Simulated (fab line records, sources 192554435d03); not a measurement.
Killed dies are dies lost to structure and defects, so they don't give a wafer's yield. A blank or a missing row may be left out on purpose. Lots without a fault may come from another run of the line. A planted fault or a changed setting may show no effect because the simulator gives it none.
Split-lot experiment | flow n5_finfet | 7 lots, 21 wafers read, on a route of 1938 steps

THE SPLIT
At N5_BEOL_M0_CUTY_DESCUM_61 (chemistry O2, time 7.9 s), the setting time_s was moved away from the recipe's 7.9 s on 10 of the 21 wafers read, by -20.3% to +11.5%. The other wafers ran this setting at the recipe's value.

The file shows no step between the split and the reading.

THE READING
CAR-ArF-block_of_BEOL_M0_CUTY_COAT_51.thk_nm (the simulator's own value, which no gauge read), in nm, at N5_BEOL_M0_CUTY_ETCH_62 (etches SiARC in CF4, time 58.5 s). The file gives no usual value for it. The 11 wafers here that ran the recipe average 118.6 nm, standard deviation 0.42 nm.

wafer  | tool, chamber at the split | time_s as run, s | against the recipe | CAR-ArF-block_of_BEOL_M0_CUTY_COAT_51.thk_nm, nm | against lot-mates on the recipe
L078.4 | rie_diel-01, 1             | 6.299            | -20.3%             | 119.2                                            | +1.0
L078.5 | rie_diel-01, 3             | 7.9              | recipe             | 118.2                                            | -
L078.6 | rie_diel-01, 2             | 6.299            | -20.3%             | 119.4                                            | +1.2
L080.3 | rie_diel-01, 1             | 7.9              | recipe             | 118.8                                            | -
L080.4 | rie_diel-01, 2             | 7.9              | recipe             | 118.8                                            | -
L080.5 | rie_diel-01, 2             | 7.9              | recipe             | 119                                              | -
L081.1 | rie_diel-03, 0,2           | 8.807            | +11.5%             | 117.8                                            | -0.8
L081.2 | rie_diel-03, 0,2           | 8.807            | +11.5%             | 117.8                                            | -0.8
L081.5 | rie_diel-03, 2             | 7.9              | recipe             | 118.6                                            | -
L084.1 | rie_diel-03, 3             | 6.471            | -18.1%             | 119                                              | +0.0
L084.4 | rie_diel-03, 2             | 6.471            | -18.1%             | 119.6                                            | +0.6
L084.5 | rie_diel-03, 1             | 7.9              | recipe             | 119                                              | -
L093.1 | rie_diel-03, 3             | 7.9              | recipe             | 117.8                                            | -
L093.3 | rie_diel-03, 0             | 7.9              | recipe             | 117.8                                            | -
L093.6 | rie_diel-03, 2             | 8.756            | +10.8%             | 117.4                                            | -0.4
L096.3 | rie_diel-03, 0             | 8.713            | +10.3%             | 118.4                                            | -0.4
L096.4 | rie_diel-03, 1             | 7.9              | recipe             | 118.8                                            | -
L096.5 | rie_diel-03, 1             | 7.9              | recipe             | 118.8                                            | -
L097.1 | rie_diel-01, 3             | 7.9              | recipe             | 118.8                                            | -
L097.3 | rie_diel-01, 0             | 8.451            | +7.0%              | 118.2                                            | -0.6
L097.6 | rie_diel-01, 0             | 8.451            | +7.0%              | 118.4                                            | -0.4
Where a row lists several chambers, the file gives one row for several wafers and doesn't say which wafer went through which chamber.

THE FIT
A straight line over all 21 wafers: CAR-ArF-block_of_BEOL_M0_CUTY_COAT_51.thk_nm changes by -0.0451 nm for each +1% of time_s; r = -0.77; the points scatter about the line by 0.39 nm.
The same after taking each lot's own level away (the mean of its wafers on the recipe; 21 wafers): -0.0439 nm for each +1%; r = -0.89; scatter 0.23 nm.
On that fit, the largest move of time_s shifts the reading by 0.89 nm.
The lots' own levels span 117.80 to 119.00 nm, that is 2.8 times the standard deviation above.
So the lot-to-lot level blurs the effect unless lot-mates are compared.
Check: with one of the wafers moved furthest among these (-20.3%) left out of the fit, the line predicts +0.769 nm for it against its lot-mates. It came out at +1 nm against them.

OTHER SPLITS ON THESE WAFERS
These wafers also went through other splits before the reading. Each is held against what the fit with the lots' levels taken away leaves over:
other split on the same wafers               | wafers away from the commonest value | r with CAR-ArF-block_of_BEOL_M0_CUTY_COAT_51.thk_nm (lot level and that fit taken away)
N5_SDB_EXPOSE_08 dose_mj                     | 5                                    | +0.10
N5_HKMG_FIN_ETCH_54 source_w                 | 9                                    | -0.27
N5_HKMG_FIN_ETCH_58 bias_w                   | 4                                    | +0.04
N5_HKMG_FIN_EXPOSE_09 dose_mj                | 8                                    | -0.13
N5_MOL_CONTACT_COAG_ETCH_106 source_w        | 12                                   | -0.11
N5_MOL_CONTACT_COAG_CONTACT_ETCH_14 source_w | 9                                    | +0.22
N5_MOL_CONTACT_COAG_ALD_27 time_s            | 7                                    | +0.05
N5_MOL_CONTACT_COAG_ALD_123 ald_cycles       | 10                                   | -0.28
N5_MOL_CONTACT_COAG_ALD_133 ald_cycles       | 8                                    | +0.28
N5_MOL_CONTACT_COAG_VIA_ETCH_117 bias_w      | 5                                    | -0.10

THE WHOLE CHAIN: every reading that the file lists as answering this split, in the file's order
step                      | what it does                     | reading                                                                                       | change (the file's fit)                | r (the file's)
N5_BEOL_M0_CUTY_DESCUM_61 | chemistry O2, time 7.9 s         | CAR-ArF-block_of_BEOL_M0_CUTY_COAT_51.thk_nm (the simulator's own value, which no gauge read) | -0.0381 nm for each +1% of the setting | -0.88
N5_BEOL_M0_CUTY_ETCH_62   | etches SiARC in CF4, time 58.5 s | CAR-ArF-block_of_BEOL_M0_CUTY_COAT_51.thk_nm (the simulator's own value, which no gauge read) | -0.0428 nm for each +1% of the setting | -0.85

THE FILE'S OWN FIT
CAR-ArF-block_of_BEOL_M0_CUTY_COAT_51.thk_nm changes by -0.0428 nm for each +1% of time_s, r = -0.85.
